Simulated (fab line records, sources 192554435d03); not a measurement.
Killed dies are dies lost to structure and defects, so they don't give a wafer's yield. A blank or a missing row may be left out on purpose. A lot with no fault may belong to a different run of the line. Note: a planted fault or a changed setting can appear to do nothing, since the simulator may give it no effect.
Which tool did it? + flow n5_finfet + Sampling: 9 lots, 27 wafers, 6 of 1938 route steps

== WHAT THE GAUGES SHOWED, per wafer ==
The record holds no reading of a measuring or inspecting step that can be judged against a usual standard deviation.

== TOOL THAT RAN EACH LOT (tool first, then ch and the chambers of the sampled wafers, then the start) ==
| lot  | N5_BEOL_M14_DESCUM_33              | N5_BEOL_M14_TRENCH_ETCH_34         | N5_BEOL_M14_SPUTTER_44       | N5_BEOL_M14_SPUTTER_45       | N5_BEOL_M14_CMP_49            | N5_PASSIVATION_PROBE_49 |
|------|------------------------------------|------------------------------------|------------------------------|------------------------------|-------------------------------|-------------------------|
| L616 | rie_diel-03 ch 0,3, day 11 08:41   | rie_diel-03 ch 0,3, day 11 09:08   | pvd_sputter-03, day 11 11:00 | pvd_sputter-03, day 11 11:05 | cmp-01 ch 1,3, day 11 11:49   | -                       |
| L618 | rie_diel-04 ch 0,1, day 11 19:14   | rie_diel-04 ch 0,1, day 11 19:41   | pvd_sputter-03, day 12 00:29 | pvd_sputter-03, day 12 00:34 | cmp-04 ch 1,3, day 12 01:17   | -                       |
| L619 | rie_diel-04 ch 0,1,3, day 12 03:12 | rie_diel-04 ch 0,1,3, day 12 03:39 | pvd_sputter-03, day 12 07:58 | pvd_sputter-03, day 12 08:02 | cmp-01 ch 1,2,3, day 12 09:56 | -                       |
| L622 | rie_diel-04 ch 0,1,2, day 12 15:47 | rie_diel-04 ch 0,1,2, day 12 16:14 | pvd_sputter-03, day 12 21:06 | pvd_sputter-03, day 12 21:11 | cmp-01 ch 0,1, day 12 22:27   | -                       |
| L631 | rie_diel-04 ch 0,2, day 15 10:19   | rie_diel-04 ch 0,2, day 15 10:46   | pvd_sputter-03, day 15 13:34 | pvd_sputter-03, day 15 13:39 | cmp-01 ch 0,1,2, day 15 14:16 | -                       |
| L634 | rie_diel-05 ch 0,2, day 15 12:10   | rie_diel-05 ch 0,2, day 15 12:37   | pvd_sputter-03, day 15 14:38 | pvd_sputter-03, day 15 14:43 | cmp-02 ch 1,2, day 15 15:37   | prober-02, day 16 16:43 |
| L633 | rie_diel-04 ch 0,1, day 15 17:20   | rie_diel-04 ch 0,1, day 15 17:48   | pvd_sputter-01, day 15 21:40 | pvd_sputter-01, day 15 21:45 | cmp-04 ch 0,2,3, day 15 22:23 | -                       |
| L638 | rie_diel-04 ch 0,1,3, day 17 06:06 | rie_diel-04 ch 0,1,3, day 17 06:33 | pvd_sputter-03, day 17 08:03 | pvd_sputter-03, day 17 08:08 | cmp-01 ch 0,3, day 17 08:49   | -                       |
| L637 | rie_diel-03 ch 0,1,2, day 17 06:25 | rie_diel-03 ch 0,1,2, day 17 06:52 | pvd_sputter-02, day 17 08:21 | pvd_sputter-02, day 17 08:26 | cmp-01 ch 0,2,3, day 17 09:08 | -                       |
- N5_BEOL_M14_DESCUM_33: chemistry O2, time 7.9 s.
- N5_BEOL_M14_TRENCH_ETCH_34: etches SiO2 in C4F8/O2/Ar, target depth 556.65 nm, time 126.9 s.
- N5_BEOL_M14_SPUTTER_44: material Ta, target thk 15 nm, time 24.19 s.
- N5_BEOL_M14_SPUTTER_45: material Cu, target thk 100 nm, time 16.67 s.
- N5_BEOL_M14_CMP_49: polishes, stops on SiO2, t overpolish 5.2 s, target thk 560 nm.
- N5_PASSIVATION_PROBE_49

== AS READ BY THE TOOLS THEMSELVES (means over the sampled wafers that have a number; for cases with no such wafer, the mark the record gives instead) ==
N5_BEOL_M14_DESCUM_33. Usual: chamber_pressure_mTorr 20.00 mTorr, standard deviation 0.035; drypump_motor_current_A 5.9 A, standard deviation 0.41; oes_product_au 0.82 a.u., standard deviation 0.078; rf_vpp_V 243.0 V, standard deviation 1.3; showerhead_plenum_p_Torr 2.08 Torr, standard deviation 0.058; throttle_valve_pct 20.42 %, standard deviation 0.24.
| lot  | tool        | chamber_pressure_mTorr (mTorr) | drypump_motor_current_A (A) | oes_product_au (a.u.) | rf_vpp_V (V) | showerhead_plenum_p_Torr (Torr) | throttle_valve_pct (%) | flag |
|------|-------------|--------------------------------|-----------------------------|-----------------------|--------------|---------------------------------|------------------------|------|
| L616 | rie_diel-03 | 19.99                          | 5.9                         | 0.81                  | 243.1        | 2.11                            | 20.55                  |      |
| L618 | rie_diel-04 | 19.99                          | 5.8                         | 0.77                  | 242.6        | 2.09                            | 20.39                  |      |
| L619 | rie_diel-04 | 20.00                          | 5.9                         | 0.83                  | 244.1        | 2.15                            | 20.40                  |      |
| L622 | rie_diel-04 | 19.98                          | 5.6                         | 0.82                  | 243.4        | 2.08                            | 20.22                  |      |
| L631 | rie_diel-04 | 20.01                          | 5.4                         | 0.85                  | 242.6        | 2.06                            | 20.09                  |      |
| L634 | rie_diel-05 | 20.00                          | 6.1                         | 0.77                  | 241.5        | 2.01                            | 20.23                  |      |
| L633 | rie_diel-04 | 19.99                          | 5.8                         | 0.72                  | 243.4        | 2.08                            | 20.44                  |      |
| L638 | rie_diel-04 | 20.00                          | 5.9                         | 0.88                  | 243.3        | 2.13                            | 20.34                  |      |
| L637 | rie_diel-03 | 20.00                          | 5.9                         | 0.81                  | 243.4        | 2.08                            | 20.71                  |      |

N5_BEOL_M14_TRENCH_ETCH_34. Usual: C4F8_flow_sccm 16.01 sccm, standard deviation 0.049; chamber_pressure_mTorr 20.000 mTorr, standard deviation 0.018; drypump_motor_current_A 6.0 A, standard deviation 0.42; oes_product_au 0.82 a.u., standard deviation 0.079; rf_vpp_V 2222 V, standard deviation 23; showerhead_plenum_p_Torr 3.43 Torr, standard deviation 0.084; throttle_valve_pct 30.92 %, standard deviation 0.23.
| lot  | tool        | C4F8_flow_sccm (sccm) | chamber_pressure_mTorr (mTorr) | drypump_motor_current_A (A) | oes_product_au (a.u.) | rf_vpp_V (V) | showerhead_plenum_p_Torr (Torr) | throttle_valve_pct (%) | flag |
|------|-------------|-----------------------|--------------------------------|-----------------------------|-----------------------|--------------|---------------------------------|------------------------|------|
| L616 | rie_diel-03 | 15.99                 | 20.015                         | 6.0                         | 0.81                  | 2218         | 3.46                            | 31.06                  |      |
| L618 | rie_diel-04 | 16.01                 | 19.988                         | 5.8                         | 0.75                  | 2223         | 3.44                            | 30.80                  |      |
| L619 | rie_diel-04 | 16.02                 | 20.008                         | 5.9                         | 0.83                  | 2229         | 3.51                            | 30.88                  |      |
| L622 | rie_diel-04 | 16.03                 | 19.986                         | 5.6                         | 0.83                  | 2216         | 3.42                            | 30.72                  |      |
| L631 | rie_diel-04 | 16.07                 | 19.991                         | 5.3                         | 0.85                  | 2206         | 3.40                            | 30.65                  |      |
| L634 | rie_diel-05 | 16.00                 | 19.999                         | 6.1                         | 0.76                  | 2217         | 3.32                            | 30.76                  |      |
| L633 | rie_diel-04 | 16.05                 | 20.007                         | 5.8                         | 0.72                  | 2223         | 3.42                            | 30.83                  |      |
| L638 | rie_diel-04 | 16.00                 | 20.005                         | 5.9                         | 0.87                  | 2229         | 3.49                            | 30.82                  |      |
| L637 | rie_diel-03 | 16.02                 | 20.013                         | 5.9                         | 0.81                  | 2230         | 3.42                            | 31.26                  |      |

N5_BEOL_M14_SPUTTER_44. Usual: cathode_dc_power_W 15000 W, standard deviation 2.7; substrate_temp_c 50.01 C, standard deviation 0.12; throttle_valve_pct 29.7 %, standard deviation 1.1.
| lot  | tool           | cathode_dc_power_W (W) | substrate_temp_c (C) | throttle_valve_pct (%) | flag |
|------|----------------|------------------------|----------------------|------------------------|------|
| L616 | pvd_sputter-03 | 14998                  | 49.96                | 29.8                   |      |
| L618 | pvd_sputter-03 | 15000                  | 50.11                | 30.8                   |      |
| L619 | pvd_sputter-03 | 17569                  | 49.97                | 29.5                   | OFF  |
| L622 | pvd_sputter-03 | 17567                  | 49.99                | 30.2                   | OFF  |
| L631 | pvd_sputter-03 | 15000                  | 50.00                | 29.8                   |      |
| L634 | pvd_sputter-03 | 15004                  | 49.97                | 30.8                   |      |
| L633 | pvd_sputter-01 | 15001                  | 49.99                | 29.4                   |      |
| L638 | pvd_sputter-03 | 15002                  | 50.09                | 29.6                   |      |
| L637 | pvd_sputter-02 | 14998                  | 50.07                | 29.9                   |      |

N5_BEOL_M14_SPUTTER_45. Usual: cathode_dc_power_W 26000 W, standard deviation 4.5; substrate_temp_c -20.00 C, standard deviation 0.1; throttle_valve_pct 29.7 %, standard deviation 1.1.
| lot  | tool           | cathode_dc_power_W (W) | substrate_temp_c (C) | throttle_valve_pct (%) | flag |
|------|----------------|------------------------|----------------------|------------------------|------|
| L616 | pvd_sputter-03 | 26000                  | -20.00               | 29.9                   |      |
| L618 | pvd_sputter-03 | 26001                  | -20.07               | 30.7                   |      |
| L619 | pvd_sputter-03 | 26001                  | -19.92               | 29.4                   |      |
| L622 | pvd_sputter-03 | 26006                  | -20.16               | 30.4                   |      |
| L631 | pvd_sputter-03 | 25998                  | -19.98               | 29.7                   |      |
| L634 | pvd_sputter-03 | 25998                  | -20.07               | 30.7                   |      |
| L633 | pvd_sputter-01 | 26002                  | -20.04               | 29.5                   |      |
| L638 | pvd_sputter-03 | 26000                  | -20.00               | 29.6                   |      |
| L637 | pvd_sputter-02 | 26005                  | -20.03               | 29.9                   |      |

N5_BEOL_M14_CMP_49. Usual: barrier_field_endpoint_s 11.4 s, standard deviation 0.32; edge_zone_pressure_frac 1.000, standard deviation 0.0053; motor_current_A 7.9 A, standard deviation 1.
| lot  | tool   | barrier_field_endpoint_s (s) | edge_zone_pressure_frac | motor_current_A (A) | flag |
|------|--------|------------------------------|-------------------------|---------------------|------|
| L616 | cmp-01 | 11.0                         | 1.000                   | 7.3                 |      |
| L618 | cmp-04 | 11.6                         | 0.999                   | 7.7                 |      |
| L619 | cmp-01 | 12.5                         | 0.997                   | 7.8                 | OFF  |
| L622 | cmp-01 | 12.6                         | 1.004                   | 6.6                 | OFF  |
| L631 | cmp-01 | 11.4                         | 1.004                   | 7.1                 |      |
| L634 | cmp-02 | 11.3                         | 1.005                   | 9.4                 |      |
| L633 | cmp-04 | 11.1                         | 1.001                   | 8.5                 |      |
| L638 | cmp-01 | 11.0                         | 1.000                   | 7.9                 |      |
| L637 | cmp-01 | 11.8                         | 1.000                   | 7.6                 |      |

N5_PASSIVATION_PROBE_49. Usual: defect_limited_yield 91.2 %, standard deviation 1.4; killed_at_M0_to_M3 35, standard deviation 11; killed_at_M4_up 12, standard deviation 4.2; killed_at_contacts 13, standard deviation 5.6; killed_at_front_end 40, standard deviation 12; killed_at_other 3.3, standard deviation 2.6; killed_dies 103, standard deviation 17; killed_open 68, standard deviation 12; killed_short 34, standard deviation 7.6; sort_bin_5_function 5.1 %, standard deviation 0.95; sort_bin_6_memory 3.3 %, standard deviation 0.68; sort_n_pass 1077, standard deviation 17; sort_yield_pct 91.2 %, standard deviation 1.4.
| lot  | tool      | defect_limited_yield (%) | killed_at_M0_to_M3 | killed_at_M4_up | killed_at_contacts | killed_at_front_end | killed_at_other | killed_dies | killed_open | killed_short | sort_bin_5_function (%) | sort_bin_6_memory (%) | sort_n_pass | sort_yield_pct (%) | flag |
|------|-----------|--------------------------|--------------------|-----------------|--------------------|---------------------|-----------------|-------------|-------------|--------------|-------------------------|-----------------------|-------------|--------------------|------|
| L634 | prober-02 | 91.3                     | 40                 | 12              | 8                  | 40                  | 3.0             | 103         | 72          | 30           | 5.3                     | 3.1                   | 1077        | 91.3               |      |

== THE ANSWER, worked out from the rows above alone ==
Rule: take the mean of a lot's wafers that have a number; if it is more than 3 standard deviations from the usual mean, the lot is off. Also off: a lot with no number at a reading for which 4 or more lots have one. Where the step has rows for the other lots, those lots are counted as sound. First the gauges in route order, then the tools' own readings, where a lot's mean is used as printed above. At the first step where some lot is off, the reading lying furthest off is the one used; lots without a number count as furthest.
Off: L619, L622 (N5_BEOL_M14_SPUTTER_44, cathode_dc_power_W).
A tool fits if, at that step or a process step before it, it ran every lot that is off, and no sound lot after the first of them. No candidate that was tried fits.

== WHAT THE SIMULATOR HAD INSERTED ==
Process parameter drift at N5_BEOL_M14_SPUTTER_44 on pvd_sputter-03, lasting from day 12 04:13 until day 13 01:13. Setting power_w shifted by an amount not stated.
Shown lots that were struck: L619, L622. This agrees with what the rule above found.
